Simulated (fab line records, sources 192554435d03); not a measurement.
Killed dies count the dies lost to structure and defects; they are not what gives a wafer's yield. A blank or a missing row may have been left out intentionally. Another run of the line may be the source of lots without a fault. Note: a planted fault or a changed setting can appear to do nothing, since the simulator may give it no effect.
Split-lot study    flow n5Finfet    7 lots, 21 wafers read, on a route of 1938 steps

SPLIT DETAILS
At N5_BEOL_M1_HM_DEP_02 (deposits TiN, target thk 20 nm), the setting targetThkA was moved away from the recipe's 200 angstrom on 8 of the 21 wafers read, by -5.9% to +9.1%. This setting was run at the recipe's value on the other wafers.

FROM THE SPLIT TO THE READING: what the file shows between them, 10 steps
- N5_BEOL_M1_ETCH_64: etches SOC in N2/H2, target depth 75 nm, overetch 15 nm, time 112.5 s (also split here: sourceW)
- N5_BEOL_M1_STRIP_65: strips in N2/H2
- N5_BEOL_M1_STRIP_75: strips in N2/H2
- N5_BEOL_M1_STRIP_66: strips in CF4
- N5_BEOL_M1_HM_OPEN_17: chemistry Cl2/BCl3, target TiN, target depth 20 nm, overetch 6 nm
- N5_BEOL_M1_COAT_76: time 60 s, resist thk 5 nm (also split here: tempC)
- N5_BEOL_M1_COAT_22: resist thk 30 nm
- N5_BEOL_M1_EBR_24
- N5_BEOL_M1_STRIP_83: strips in C4F6/O2
- N5_BEOL_M1_STRIP_36: strips in N2/H2

THE READING
TiN_of_BEOL_M1_HM_DEP_02.thkNm (the simulator's own value, which no gauge read), in nm, at N5_BEOL_M1_TRENCH_ETCH_37 (etches SiOC in C4F6/O2, target depth 55.207 nm, time 29 s). No usual value for it is given in the file. Here, 13 wafers ran the recipe; their average is 17.6 nm with a standard deviation of 0.15 nm.

wafer   tool, chamber at the split  targetThkA as run, angstrom  against the recipe  TiN_of_BEOL_M1_HM_DEP_02.thkNm, nm  against lot-mates on the recipe
L077.3  pvdSputter-01, -            200                          recipe              17.6                                -
L077.4  pvdSputter-01, -            216.7                        +8.3%               19.4                                +1.8
L077.5  pvdSputter-01, -            216.7                        +8.3%               19.4                                +1.8
L079.1  pvdSputter-01, -            200                          recipe              17.6                                -
L079.3  pvdSputter-01, -            218.2                        +9.1%               19.2                                +1.6
L079.5  pvdSputter-01, -            218.2                        +9.1%               19.4                                +1.8
L080.2  pvdSputter-02, -            188.2                        -5.9%               16.4                                -1.2
L080.5  pvdSputter-02, -            200                          recipe              17.6                                -
L080.6  pvdSputter-02, -            188.2                        -5.9%               16.6                                -1.0
L085.1  pvdSputter-01, -            200                          recipe              17.8                                -
L085.6  pvdSputter-01, -            200                          recipe              17.8                                -
L085.5  pvdSputter-01, -            200                          recipe              17.6                                -
L088.2  pvdSputter-02, -            200                          recipe              17.4                                -
L088.3  pvdSputter-02, -            200                          recipe              17.4                                -
L088.6  pvdSputter-02, -            200                          recipe              17.4                                -
L092.1  pvdSputter-01, -            207.5                        +3.8%               18.4                                +0.6
L092.3  pvdSputter-01, -            207.5                        +3.8%               18.4                                +0.6
L092.2  pvdSputter-01, -            200                          recipe              17.8                                -
L095.1  pvdSputter-03, -            200                          recipe              17.4                                -
L095.6  pvdSputter-03, -            200                          recipe              17.4                                -
L095.3  pvdSputter-03, -            200                          recipe              17.6                                -

THE FIT
A straight line over all 21 wafers: TiN_of_BEOL_M1_HM_DEP_02.thkNm changes by +0.199 nm for each +1% of targetThkA; r = +0.98; the points scatter about the line by 0.15 nm.
The same after taking each lot's own level away (the mean of its wafers on the recipe; 21 wafers): +0.195 nm for each +1%; r = +0.99; scatter 0.1 nm.
Per that fit: largest targetThkA move, reading shift of 1.8 nm.
Measured against the standard deviation above, the lots' own levels, which go from 17.40 to 17.80 nm, span 2.6 times it.
Consequently the slope shifts little with the lot-to-lot level, the two slopes agreeing.
Check: for one of the wafers moved furthest among these (+9.1%), held out of the fit, the line's prediction against its lot-mates is +1.82 nm. Against them it came out at +1.6 nm.

THE OTHER SPLITS THESE WAFERS WENT THROUGH
Note: prior to the reading, these wafers also went through further splits. Each is held against what the fit with the lots' levels taken away leaves over:
other split on the same wafers                wafers away from the commonest value  r with TiN_of_BEOL_M1_HM_DEP_02.thkNm (lot level and that fit taken away)
N5_BEOL_M0_SAQP_HM_DEP_02 targetThkA          9                                     -0.14
N5_BEOL_M0_SAQP_PECVD_04 timeS                8                                     +0.04
N5_BEOL_M0_SAQP_MANDREL_ETCH_20 overEtchFrac  8                                     +0.13
N5_BEOL_M0_SAQP_SPACER1_ALD_98 tempC          3                                     +0.37
N5_BEOL_M1_ETCH_64 sourceW                    8                                     -0.23
N5_BEOL_M1_COAT_76 tempC                      3                                     +0.06

THE WHOLE CHAIN: every reading that the file lists as answering this split, in the file's order
step                       what it does                                                       reading                                                                          change (the file's fit)                r (the file's)
N5_BEOL_M1_HM_DEP_02       deposits TiN, target thk 20 nm                                     TiN_of_BEOL_M1_HM_DEP_02.thkNm (the simulator's own value, which no gauge read)  +0.215 nm for each +1% of the setting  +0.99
N5_BEOL_M1_HM_OPEN_17      chemistry Cl2/BCl3, target TiN, target depth 20 nm, overetch 6 nm  etch.depthNm (the simulator's own value, which no gauge read)                    +0.203 nm for each +1% of the setting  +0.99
N5_BEOL_M1_TRENCH_ETCH_37  etches SiOC in C4F6/O2, target depth 55.207 nm, time 29 s          TiN_of_BEOL_M1_HM_DEP_02.thkNm (the simulator's own value, which no gauge read)  +0.195 nm for each +1% of the setting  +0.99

FILE'S OWN FIT
TiN_of_BEOL_M1_HM_DEP_02.thkNm changes by +0.195 nm for each +1% of targetThkA, r = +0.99.
